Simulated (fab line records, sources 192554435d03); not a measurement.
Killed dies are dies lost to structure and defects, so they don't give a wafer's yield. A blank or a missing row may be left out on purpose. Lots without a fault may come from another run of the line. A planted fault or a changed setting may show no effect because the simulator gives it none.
fab line records | flow n5_finfet
record lots=11 wafers=33 last_day=18
route steps=1938 shown BEOL_M3@988 BEOL_M4@1111
lots that met no fault: from a run of the same line without faults
start_h: hours from the record's first day to the start of the lot's first wafer shown | wait_h: hours since the lot's step before | " the same as in the row above | L1.1+2: a row that stands for several wafers | - no value, or no start given | * or withheld: withheld | < > ~ a bound
route shown NAME@n: a module of which the file shows steps, and the number in the route of the first | usual: mean/standard deviation of fault-free wafers | same: alike in all rows | chamber/n: place in a boat | sites: the reading at each site | _std_site: their standard deviation | _edge_site: outer sites' mean less inner sites' | radius_mm: how far each site lies from the wafer's centre | mask NAME#n: copy n | behind: the tool/chamber that last shaped the wafer | hold: why the lot was held/for how many hours/how that ended | device: the transistor (n, p or np) that didn't switch | end of line: the same wafers' tests at the end of the route | a step without rows: its recipe alone | killed: dies lost to structure and defects at the first sort, not the wafer's yield | map: a wafer's dies, x killed, . not, _ none there
set.NAME: the setting as run; set.NAME@STEP: as run at that earlier step | model.NAME: the simulator's own value behind a step, which no gauge read
steps of the route over a sample of lots; a table a step, a row a wafer
services: from which hour (start_h, from the record's first day; less than 0 if before it) a tool's chamber was out of use, for how many hours, and why
## steps
# step N5_BEOL_M3_CD_MEAS_35
# recipe target_cd_nm=18 target_cd_y_nm=21 polarity=opening
# usual cd_nm=18.0/0.33
# columns lot.wafer tool chamber start_h wait_h cd_nm
L833.1 cd_sem-01 - 148.87 0.0 17.8
L833.4 " - " " 17.8
L833.5 " - " " 17.8
L835.1 cd_sem-01 - 166.60 0.0 17.5
L835.3 " - " " 17.9
L835.5 " - " " 17.7
L837.1 cd_sem-01 - 187.30 0.0 18.1
L837.4 " - " " 18.0
L837.5 " - " " 18.1
L836.1 cd_sem-01 - 199.97 0.0 17.7
L836.5 " - " " 18.5
L836.6 " - " " 17.3
L842.1 cd_sem-01 - 215.42 0.0 18.1
L842.2 " - " " 18.1
L842.5 " - " " 17.6
L846.3 cd_sem-02 - 234.50 0.0 17.9
L846.5 " - " " 18.1
L846.6 " - " " 17.4
L845.1 cd_sem-01 - 238.99 0.0 18.5
L845.3 " - " " 17.9
L845.4 " - " " 17.7
L850.1 cd_sem-01 - 271.77 0.0 17.9
L850.4 " - " " 17.8
L850.5 " - " " 17.6
L851.1 cd_sem-02 - 275.55 0.0 18.5
L851.4 " - " " 18.4
L851.5 " - " " 18.1
L855.1 cd_sem-03 - 286.06 0.0 18.4
L855.3 " - " " 18.1
L855.5 " - " " 18.3
L856.2 cd_sem-01 - 303.69 0.0 18.1
L856.4 " - " " 18.2
L856.6 " - " " 17.8
# step N5_BEOL_M3_CVD_47
# recipe material=Co target_thk_a=30 temp_c=withheld precursor=CCTBA/H2 pressure_torr=30 time_s=223.8
# usual run_length_s=246.4/0.45
# columns lot.wafer tool chamber start_h wait_h run_length_s
L833.1 cvd_co-02 2 149.36 0.1 246.0
L833.4 " 2 " " 245.8
L833.5 " 1 " " 246.5
L835.1 cvd_co-02 0 167.22 0.0 245.9
L835.3 " 2 " " 245.7
L835.5 " 0 " " 245.9
L837.1 cvd_co-02 0 190.53 2.3 245.8
L837.4 " 1 " " 246.9
L837.5 " 2 " " 246.1
L836.1 cvd_co-01 0 200.67 0.0 246.0
L836.5 " 0 " " 245.9
L836.6 " 2 " " 246.9
L842.1 cvd_co-01 0 218.50 0.1 246.1
L842.2 " 2 " " 246.8
L842.5 " 1 " " 246.7
L846.3 cvd_co-02 0 236.72 0.3 376.1
L846.5 " 0 " " 245.7
L846.6 " 2 " " 375.7
L845.1 cvd_co-02 1 240.00 0.3 246.4
L845.3 " 2 " " 375.7
L845.4 " 2 " " 245.9
L850.1 cvd_co-01 0 272.76 0.0 246.2
L850.4 " 0 " " 246.0
L850.5 " 2 " " 246.8
L851.1 cvd_co-01 2 276.48 0.2 246.3
L851.4 " 2 " " 246.5
L851.5 " 0 " " 246.1
L855.1 cvd_co-01 2 288.93 0.0 246.3
L855.3 " 1 " " 246.7
L855.5 " 2 " " 247.0
L856.2 cvd_co-01 0 304.70 0.1 246.4
L856.4 " 2 " " 246.6
L856.6 " 0 " " 246.1
# step N5_BEOL_M3_SPUTTER_48
# recipe material=Cu target_thk_a=45 temp_c=-20 chamber_pressure_pa=0.07 power_w=withheld time_s=8.29
# usual chamber_pressure_pa=0.07/0.00015 throttle_valve_pct=29.5/0.78
# columns lot.wafer tool chamber start_h wait_h chamber_pressure_pa throttle_valve_pct
L833.1 pvd_sputter-02 - 149.68 0.3 0.06989 29.7
L833.4 " - " " 0.07005 27.7
L833.5 " - " " 0.07004 28.2
L835.1 pvd_sputter-02 - 167.38 0.1 0.07005 30.5
L835.3 " - " " 0.07011 28.0
L835.5 " - " " 0.06981 30.3
L837.1 pvd_sputter-01 - 190.71 0.1 0.07015 29.6
L837.4 " - " " 0.06982 29.9
L837.5 " - " " 0.07017 29.9
L836.1 pvd_sputter-02 - 201.99 1.2 0.07015 29.7
L836.5 " - " " 0.07001 30.3
L836.6 " - " " 0.07019 29.7
L842.1 pvd_sputter-02 - 218.72 0.2 0.07006 30.5
L842.2 " - " " 0.06984 28.9
L842.5 " - " " 0.07003 28.9
L846.3 pvd_sputter-01 - 237.06 0.3 0.06983 30.6
L846.5 " - " " 0.06997 30.7
L846.6 " - " " 0.06994 30.1
L845.1 pvd_sputter-03 - 241.75 1.7 0.06982 30.4
L845.3 " - " " 0.0699 28.5
L845.4 " - " " 0.06998 29.4
L850.1 pvd_sputter-03 - 272.93 0.1 0.0704 29.2
L850.4 " - " " 0.07003 29.7
L850.5 " - " " 0.07019 29.3
L851.1 pvd_sputter-02 - 276.66 0.1 0.07004 29.3
L851.4 " - " " 0.07004 27.9
L851.5 " - " " 0.07004 28.0
L855.1 pvd_sputter-03 - 289.11 0.1 0.07003 28.5
L855.3 " - " " 0.06999 29.5
L855.5 " - " " 0.0703 28.8
L856.2 pvd_sputter-02 - 304.93 0.2 0.06995 28.2
L856.4 " - " " 0.07011 29.8
L856.6 " - " " 0.07011 29.6
# step N5_BEOL_M3_ANNEAL_80
# recipe temp_c=400 time_s=240 ambient=vacuum
# usual heater_power_w=788/67
# columns lot.wafer tool chamber start_h wait_h heater_power_w
L833.1 pvd_sputter-02 - 149.98 0.0 810
L833.4 " - " " 845
L833.5 " - " " 832
L835.1 pvd_sputter-02 - 167.68 0.0 754
L835.3 " - " " 835
L835.5 " - " " 768
L837.1 pvd_sputter-01 - 191.01 0.0 702
L837.4 " - " " 630
L837.5 " - " " 641
L836.1 pvd_sputter-02 - 202.29 0.0 799
L836.5 " - " " 752
L836.6 " - " " 798
L842.1 pvd_sputter-02 - 219.02 0.0 769
L842.2 " - " " 914
L842.5 " - " " 894
L846.3 pvd_sputter-01 - 237.36 0.0 767
L846.5 " - " " 770
L846.6 " - " " 702
L845.1 pvd_sputter-03 - 242.05 0.0 790
L845.3 " - " " 818
L845.4 " - " " 713
L850.1 pvd_sputter-03 - 273.23 0.0 727
L850.4 " - " " 868
L850.5 " - " " 738
L851.1 pvd_sputter-02 - 276.96 0.0 881
L851.4 " - " " 846
L851.5 " - " " 843
L855.1 pvd_sputter-03 - 289.41 0.0 819
L855.3 " - " " 854
L855.5 " - " " 832
L856.2 pvd_sputter-02 - 305.23 0.0 858
L856.4 " - " " 823
L856.6 " - " " 792
# step N5_BEOL_M4_RC_MEAS_101
# usual DIBL_N=36.3/1.2 DIBL_P=36.3/1.4 IOFF_N=0.157/0.02 IOFF_P=0.22/0.033 ION_N=675/9.6 ION_P=465/8.2 SS_N=71.4/0.45 SS_P=73.3/0.54 VT_N=249.8/2.5 VT_P=-249/3.2
# columns lot.wafer tool chamber start_h wait_h DIBL_N[mV/V] DIBL_P[mV/V] IOFF_N[nA/um] IOFF_P[nA/um] ION_N[uA/um] ION_P[uA/um] SS_N[mV/dec] SS_P[mV/dec] VT_N[mV] VT_P[mV]
L833.1 prober-01 0 170.35 0.0 37.2 38.5 0.169 0.23 681 466 71.4 72.8 246.2 -249
L833.4 " 0 " " 36.6 37.3 0.150 0.21 676 467 71.6 72.7 249.8 -251
L833.5 " 0 " " 35.3 36.4 0.137 0.20 661 457 71.5 73.0 251.9 -252
L835.1 prober-01 0 187.88 0.0 34.6 34.8 0.128 0.16 665 455 71.2 72.0 251.3 -256
L835.3 " 0 " " 35.1 34.9 0.132 0.17 662 453 71.7 72.3 251.7 -253
L835.5 " 0 " " 35.3 35.1 0.137 0.17 668 455 71.2 71.9 253.9 -254
L837.1 prober-01 0 209.08 0.0 36.7 36.7 0.185 0.25 695 475 72.2 73.9 247.5 -249
L837.4 " 0 " " 36.6 36.2 0.163 0.23 679 466 71.9 72.6 250.2 -249
L837.5 " 0 " " 36.4 36.4 0.179 0.25 695 477 71.0 72.6 246.5 -246
L836.1 prober-01 0 215.64 0.0 36.5 35.2 0.145 0.20 677 465 71.7 73.1 253.5 -251
L836.5 " 0 " " 37.5 37.4 0.176 0.24 690 477 71.7 73.4 246.0 -247
L836.6 " 0 " " 36.6 34.6 0.138 0.19 674 460 71.2 73.4 252.7 -251
L842.1 prober-01 0 232.27 0.4 34.2 35.7 0.151 0.23 686 468 71.2 72.6 248.1 -247
L842.2 " 0 " " 34.5 36.1 0.159 0.23 670 470 71.8 72.4 245.6 -248
L842.5 " 0 " " 35.3 37.5 0.177 0.26 692 475 71.6 72.8 247.1 -246
L846.3 prober-01 0 252.24 0.3 34.5 34.8 0.155 0.19 679 468 71.6 73.8 249.4 -252
L846.5 " 0 " " 34.2 34.3 0.146 0.18 681 459 70.7 72.8 247.7 -255
L846.6 " 0 " " 33.8 34.0 0.141 0.17 670 459 71.5 72.9 248.8 -256
L845.1 prober-01 0 269.43 0.0 37.2 37.3 0.182 0.25 680 475 71.3 73.5 248.5 -246
L845.3 " 0 " " 35.8 36.4 0.173 0.24 680 472 71.3 73.9 249.2 -245
L845.4 " 0 " " 36.2 36.6 0.173 0.23 677 465 71.1 72.8 247.7 -246
L850.1 prober-02 0 299.64 0.0 35.0 35.0 0.143 0.25 674 464 72.2 73.6 251.8 -248
L850.4 " 0 " " 35.3 35.0 0.149 0.23 677 472 71.7 73.6 252.1 -247
L850.5 " 0 " " 34.5 33.3 0.137 0.21 687 473 71.4 73.2 250.9 -248
L851.1 prober-01 0 299.75 0.0 35.0 33.2 0.123 0.15 654 443 70.7 73.8 256.3 -256
L851.4 " 0 " " 35.9 34.8 0.141 0.17 665 450 71.5 73.9 254.5 -258
L851.5 " 0 " " 35.8 34.6 0.130 0.17 650 442 71.2 73.9 257.1 -256
L855.1 prober-01 0 307.20 0.0 35.7 36.1 0.147 0.25 673 469 71.2 73.3 249.2 -246
L855.3 " 0 " " 37.4 37.9 0.182 0.28 675 473 71.5 74.0 246.1 -245
L855.5 " 0 " " 36.5 36.6 0.170 0.26 667 464 71.8 73.9 247.4 -246
L856.2 prober-02 0 331.82 0.2 38.2 39.2 0.187 0.29 688 471 71.6 74.1 249.0 -242
L856.4 " 0 " " 34.8 34.9 0.119 0.20 665 470 70.4 72.6 251.8 -248
L856.6 " 0 " " 39.5 40.7 0.208 0.34 685 478 71.7 74.1 247.2 -243
## services
# columns tool chamber start_h hours kind
cvd_co-02 0 131.53 22.4 repair
pvd_sputter-03 - 161.93 6.6 repair
cvd_co-01 - 183.83 6.0 pm
pvd_sputter-02 - 185.64 12.6 repair
cvd_co-02 - 187.73 2.7 repair
cvd_co-02 - 194.94 4.3 pm
cvd_co-01 2 234.87 6.3 repair
## key
first_sign step=N5_BEOL_M3_CVD_47 reading=run_length_s direction=up sigmas=99+ usual=* struck=*
effect none on later readings
met_at N5_BEOL_M3_CVD_47
struck_lots L845,L846
struck_wafers L845.3,L846.3,L846.6
not_acting_at N5_BEOL_M3_CD_MEAS_35,N5_BEOL_M3_SPUTTER_48,N5_BEOL_M3_ANNEAL_80
onset_between 190.53 236.72
fault kind=process_parameter_drift tool=cvd_co-02 chamber=- onset_h=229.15 steps=N5_BEOL_M3_CVD_47 channel=time_s offset=* shape=step end_h=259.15 scope=struck_wafers_only acts_in=* stated=*
